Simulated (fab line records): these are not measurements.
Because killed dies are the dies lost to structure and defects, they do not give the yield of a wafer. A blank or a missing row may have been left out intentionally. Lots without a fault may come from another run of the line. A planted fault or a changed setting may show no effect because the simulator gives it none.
Struck lot and sound lot, side by side	flow n5_finfet	37 out of 1938 route steps
Sound: the wafers L271.3, L271.4, L271.5. Struck: wafers L267.3, L267.5. The cause comes at the end.
Per side, at each step with rows, come the tool, then ch with its chambers, and then its first start. Under that, the readings that differ: sound wafers	struck wafers	difference of the means	sigmas: that difference in standard deviations of wafers without a fault.
alike: a reading whose means differ by less than 2 such deviations, as well as words and numbers matching on both sides. not compared: withheld readings; readings where some wafer has no value; bounds like >300 that might hide an equal value; numbers whose values overlap and for which the record gives no deviation.
The two part at a step that has a row with sigmas, a row that says differs or no value, or rows on one side only. Numbers that have no deviation but don't overlap get no sigmas and don't part them. A reading that every wafer of one side lacks parts them only if that side has two wafers or more.

first, 8 steps without rows for these wafers: N5_BEOL_M3_ECD_50 (material Cu, target thk 300 nm); N5_BEOL_M3_ANNEAL_51 (time 90 s); N5_BEOL_M3_CMP_52 (polishes, stops on SiOC, t overpolish 6.8 s, target thk 40 nm); N5_BEOL_M3_PRE_CLEAN_60 (time 15 s); N5_BEOL_M3_CO_CAP_55 (material Co, precursor CCTBA/H2, target thk 2 nm, time 102.1 s); N5_BEOL_M3_PRE_CLEAN_56 (time 15 s); N5_BEOL_M3_DEP_57 (deposits SiCN from 3MS/NH3, target thk 8 nm, time 14 s); N5_BEOL_M4_ILD_DEP_00 (deposits SiOC from DEMS/O2, target thk 79 nm, time 15.3 s).
N5_BEOL_M4_PECVD_72: deposits SiO2 from TEOS/O2, target thk 16 nm, time 18 s.
  sound on pecvd-01 ch 0,1, day 13 03:58; struck on pecvd-04 ch 0,1, day 11 23:18
reading	sound	struck	difference	sigmas
throttle_valve_pct (%)	21.3 21.4 21.4	23.8 22.2	+1.6	+2
model.SiO2_of_BEOL_M4_PECVD_72.thk_nm (nm)	16 16.2 16.2	8 8.4	-8	
  alike: heater_power_w, showerhead_plenum_p_Torr
then, 25 steps without rows for these wafers: N5_BEOL_M4_HM_DEP_02 (deposits TiN, target thk 20 nm); N5_BEOL_M4_COAT_61 (time 60 s, resist thk 60 nm); N5_BEOL_M4_COAT_62 (time 60 s, resist thk 12 nm); N5_BEOL_M4_COAT_73 (time 60 s, resist thk 5 nm); N5_BEOL_M4_COAT_05 (resist thk 30 nm); N5_BEOL_M4_EBR_07; N5_BEOL_M4_SOFTBAKE_06 (time 60 s); N5_BEOL_M4_EXPOSE_08 (exposes mask M4); N5_BEOL_M4_PEB_09 (peb time 60 s); N5_BEOL_M4_DEVELOP_10 (develop time 30 s); N5_BEOL_M4_DESCUM_16 (chemistry O2, time 7 s); N5_BEOL_M4_ETCH_74 (etches underlayer in N2/H2, target depth 6.5 nm, time 5.2 s); N5_BEOL_M4_ETCH_63 (etches SiARC in CF4, target depth 15.6 nm, time 26 s); N5_BEOL_M4_ETCH_64 (etches SOC in N2/H2, target depth 75 nm, overetch 22.5 nm, time 121.9 s); N5_BEOL_M4_STRIP_65 (strips in N2/H2); N5_BEOL_M4_STRIP_75 (strips in N2/H2); N5_BEOL_M4_STRIP_66 (strips in CF4); N5_BEOL_M4_HM_OPEN_17 (chemistry Cl2/BCl3, target TiN, target depth 20 nm, overetch 6 nm); N5_BEOL_M4_STRIP_19 (strips in O2); N5_BEOL_M4_COAT_67 (time 60 s, resist thk 60 nm); N5_BEOL_M4_COAT_68 (time 60 s, resist thk 12 nm); N5_BEOL_M4_COAT_76 (time 60 s, resist thk 5 nm); N5_BEOL_M4_COAT_22 (resist thk 30 nm); N5_BEOL_M4_EBR_24; N5_BEOL_M4_SOFTBAKE_23 (time 60 s).
N5_BEOL_M4_HM_STRIP_39: strips TiN in peroxide tin strip, target depth 25 nm, time 158 s.
  sound on wet_bench-04 ch 0,2,4, day 13 16:01; struck on wet_bench-05 ch 0,2, day 12 15:43
reading	sound	struck	difference	sigmas
model.SiO2_of_BEOL_M4_PECVD_72.thk_nm (nm)	16 16 16	7.8 8.2	-8.0	
N5_BEOL_M4_CMP_52: polishes, stops on SiOC, t overpolish 6.8 s, target thk 40 nm.
  sound on cmp-02 ch 0,1,3, day 13 19:38; struck on cmp-01 ch 3, day 12 19:45
reading	sound	struck	difference	sigmas
barrier_field_endpoint_s (s)	25.5 25.2 25.8	14.8 15.7	-10.2	-15
  alike: edge_zone_pressure_frac, motor_current_A
N5_BEOL_M4_RC_MEAS_101:
  sound on prober-02 ch 0, day 13 20:35; struck on prober-02 ch 0, day 12 21:11
  alike: DIBL_N, DIBL_P, IOFF_N, IOFF_P, ION_N, ION_P, SS_N, SS_P, VT_N, VT_P

== WHERE THEY PART ==
First at N5_BEOL_M4_PECVD_72; last, within this record, at N5_BEOL_M4_CMP_52. Later steps at which nothing parts them and some readings are alike: N5_BEOL_M4_RC_MEAS_101.

WHY: the cause the simulator had injected
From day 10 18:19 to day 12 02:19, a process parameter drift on pecvd-04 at N5_BEOL_M4_PECVD_72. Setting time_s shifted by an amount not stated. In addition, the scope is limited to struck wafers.
